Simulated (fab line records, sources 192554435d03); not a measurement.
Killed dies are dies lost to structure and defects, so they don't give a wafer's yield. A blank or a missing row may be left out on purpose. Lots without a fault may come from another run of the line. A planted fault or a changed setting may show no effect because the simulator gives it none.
A struck lot beside a sound one | flow n5_finfet | 39 steps out of a route of 1938
Sound: wafers L321.3, L321.5, L321.6. Struck: wafer L310.3. (L310.2 of the same lot was not struck and is left out.) The cause comes at the end.
At each step with rows: each side's tool, then ch and its chambers, then its first start. Under that, the readings that differ: sound wafers | struck wafers | difference of the means | sigmas: that difference in standard deviations of wafers without a fault.
alike: readings whose means differ by less than 2 such deviations, and words and numbers that are the same on both sides. not compared: withheld readings, readings that some wafer has no value for, bounds like >300 that may hide the same value, and numbers for which the record gives no deviation and whose values overlap.
The two part at a step that has a row with sigmas, a row that says differs or no value, or rows on one side only. Numbers that don't overlap but have no deviation are shown without sigmas and don't part them. A reading that every wafer of one side lacks parts them only if that side has two wafers or more.

first, 9 steps without rows for these wafers: N5_BEOL_M12_SOFTBAKE_23 (time 60 s); N5_BEOL_M12_EXPOSE_25 (exposes mask M12); N5_BEOL_M12_PEB_26 (peb time 90 s); N5_BEOL_M12_DEVELOP_27 (develop time 45 s); N5_BEOL_M12_HARDBAKE_32 (time 120 s); N5_BEOL_M12_DESCUM_33 (chemistry O2, time 7.9 s); N5_BEOL_M12_ETCH_67 (etches SiARC in CF4, target depth 143 nm, time 238.3 s); N5_BEOL_M12_ETCH_68 (etches SOC in N2/H2, time 285 s); N5_BEOL_M12_STRIP_69 (strips in N2/H2).
N5_BEOL_M12_TRENCH_ETCH_34: etches SiOC in C4F8/O2/Ar, target depth 318.95 nm, time 125.5 s.
  sound on rie_diel-06 ch 2,3, day 16 23:53; struck on rie_diel-06 ch 3, day 13 13:19
  reading                  | sound         | struck | difference | sigmas
  model.etch.depth_nm (nm) | 313 317 313.4 | 238.1  | -76.4      |
  alike: bias_w, drypump_motor_current_A, he_inner_torr, oes_product_au, rf_vpp_V, showerhead_plenum_p_Torr, throttle_valve_pct
  not compared: rf_hours_counter_h
then, 1 step without rows for these wafers: N5_BEOL_M12_STRIP_70 (strips in C4F8/O2/Ar).
N5_BEOL_M12_OCD_MEAS_35:
  sound on ocd-02, day 17 00:02; struck on ocd-02, day 13 13:28
  reading              | sound       | struck | difference | sigmas
  trench_depth_nm (nm) | 313 317 313 | 238    | -76        | -14
then, 11 steps without rows for these wafers: N5_BEOL_M12_STRIP_37 (strips in N2/H2); N5_BEOL_M12_ETCH_38 (etches SiCN in CF4/N2, target depth 68.7 nm, time 73.4 s); N5_BEOL_M12_PRECLEAN_39 (cleans in residue remover, time 60 s); N5_BEOL_M12_SRD_40 (time 30 s, dry time 30 s); N5_BEOL_M12_DEGAS_41 (time 60 s); N5_BEOL_M12_PRE_CLEAN_42 (time 30 s); N5_BEOL_M12_SPUTTER_43 (material TaN, target thk 15 nm, time 24.19 s); N5_BEOL_M12_SPUTTER_44 (material Ta, target thk 10 nm, time 16.13 s); N5_BEOL_M12_SPUTTER_45 (material Cu, target thk 80 nm, time 13.33 s); N5_BEOL_M12_ECD_47 (material Cu, target thk 720 nm); N5_BEOL_M12_ANNEAL_48 (time 90 s).
N5_BEOL_M12_CMP_49: polishes, stops on SiOC, t overpolish 20.6 s, target thk 320 nm.
  sound on cmp-01 ch 0,1,2, day 17 02:46; struck on cmp-04 ch 0, day 13 14:41
  reading                                 | sound             | struck | difference | sigmas
  barrier_field_endpoint_s (s)            | 30.2 30.1 30.7    | 32.5   | +2.2       | +3
  model.Cu_of_BEOL_M12_ECD_47.thk_nm (nm) | 315.4 318.2 317.4 | 239.8  | -77.2      |
  alike: head_pressure_psi, motor_current_A, overpolish_run_s
  not compared: pad_life_wafers
N5_BEOL_M12_THK_MEAS_50: measures by xrf.
  sound on film_metro-01, day 17 02:57; struck on film_metro-01, day 13 14:56
  reading      | sound       | struck | difference | sigmas
  M12_THK (nm) | 312 316 316 | 239    | -76        | -15
then, 2 steps without rows for these wafers: N5_BEOL_M12_PRE_CLEAN_52 (time 15 s); N5_BEOL_M12_DEP_53 (deposits SiCN from 3MS/NH3, target thk 30 nm, time 10.5 s).
N5_BEOL_M12_RS_MEAS_54: measures by four-point-probe.
  sound on film_metro-02, day 17 03:05; struck on film_metro-01, day 13 15:04
  reading         | sound                | struck | difference | sigmas
  M12_RS (ohm/sq) | 0.0610 0.0604 0.0606 | 0.0813 | +0.0206    | +19
then, 9 steps without rows for these wafers: N5_BEOL_M13_ILD_DEP_00 (deposits SiOC from DEMS/O2, target thk 837.92 nm, time 166.4 s); N5_BEOL_M13_COAT_58 (time 60 s, resist thk 89 nm); N5_BEOL_M13_COAT_04 (resist thk 400 nm); N5_BEOL_M13_EBR_06; N5_BEOL_M13_SOFTBAKE_05 (time 60 s); N5_BEOL_M13_EXPOSE_07 (exposes mask V12); N5_BEOL_M13_PEB_08 (peb time 90 s); N5_BEOL_M13_DEVELOP_09 (develop time 45 s); N5_BEOL_M13_HARDBAKE_14 (time 120 s).
N5_BEOL_M15_RC_MEAS_101:
  sound on prober-02 ch 0, day 18 00:50; struck on prober-01 ch 0, day 14 12:00
  reading                    | sound                      | struck   | difference | sigmas
  COMB_M10 (S/m)             | 2.14e-11 2.02e-11 2.21e-11 | 1.33e-11 | -7.93e-12  | -3
  COMB_M13 (S/m)             | 4.2e-12 2e-12 2.4e-12      | 6e-12    | +3e-12     | +2
  SERP_M12 (ohm/um)          | 0.656 0.635 0.646          | 0.873    | +0.227     | +13
  SERP_M12_max_site (ohm/um) | 0.670 0.646 0.661          | 0.883    | +0.224     | +12
  SERP_M13 (ohm/um)          | 0.298 0.309 0.309          | 0.319    | +0.014     | +2
  SERP_M6 (ohm/um)           | 14.4 14.4 14.0             | 12.8     | -1.5       | -3
  SERP_M7 (ohm/um)           | 12.8 13.1 12.8             | 15.2     | +2.3       | +4
  alike: COMB_M11, COMB_M14, COMB_M15, COMB_M5, COMB_M6, COMB_M7, COMB_M8, COMB_M9, SERP_M10, SERP_M11, SERP_M14, SERP_M5, SERP_M8, SERP_M9
then, 1 step without rows for these wafers: N5_PASSIVATION_PROBE_49.

WHERE THEY PART
First at N5_BEOL_M12_OCD_MEAS_35; last, within this record, at N5_BEOL_M15_RC_MEAS_101.

WHY: what the simulator had put in
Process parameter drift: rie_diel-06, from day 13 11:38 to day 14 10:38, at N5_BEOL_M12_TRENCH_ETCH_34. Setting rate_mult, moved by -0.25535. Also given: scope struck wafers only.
